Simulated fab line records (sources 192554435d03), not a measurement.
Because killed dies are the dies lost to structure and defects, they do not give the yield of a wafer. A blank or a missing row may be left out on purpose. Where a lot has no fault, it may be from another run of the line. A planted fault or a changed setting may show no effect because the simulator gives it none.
Matching of chambers ; flow n5Finfet ; N5_BEOL_M2_ETCH_70 on rieDiel-02: 4 sister chambers
The step etches SOC in N2/H2, target depth 80 nm, overetch 24 nm, time 130 s. 4 wafers are shown with their chamber, then 12 later ones without.

== WAFERS PAIRED WITH THEIR CHAMBERS ==
wafer;chamber;drypumpMotorCurrentA (A)
L085.6;3;5.3
L087.1;0;6.2
L087.2;1;5.8
L087.4;2;5.1

== WAFERS WITHOUT THEIR CHAMBER ==
wafer;drypumpMotorCurrentA (A)
L090.1;6.2
L090.2;5.1
L090.6;5.7
L089.2;5.3
L089.3;6.2
L089.6;5.8
L091.2;5.3
L091.3;5.8
L091.4;5.1
L096.1;5.7
L096.3;5.3
L096.5;5.1

== EACH ONE'S CHAMBER ==
wafer;from the rows above;in truth
L090.1;0;0
L090.2;2;2
L090.6;1;1
L089.2;3;3
L089.3;0;0
L089.6;1;1
L091.2;3;3
L091.3;1;1
L091.4;2;2
L096.1;1;1
L096.3;3;3
L096.5;2;2
12 of 12 placed correctly. Number that these rows cannot place: 0. Number placed wrongly: 0.
How it was worked out, from the rows above alone: a wafer's distance from a chamber is the root of the sum, over the readings, of the square of ((its reading less the chamber's mean) divided by the reading's scatter). If the next closest chamber is less than 2 further off than the closest, the wafer can't be placed; otherwise it belongs to the closest. The mean given for a chamber averages the wafers shown for that chamber. The scatter: with one shown wafer a chamber, the root of the mean of the squares of how far each hidden wafer lies from its nearest shown one.
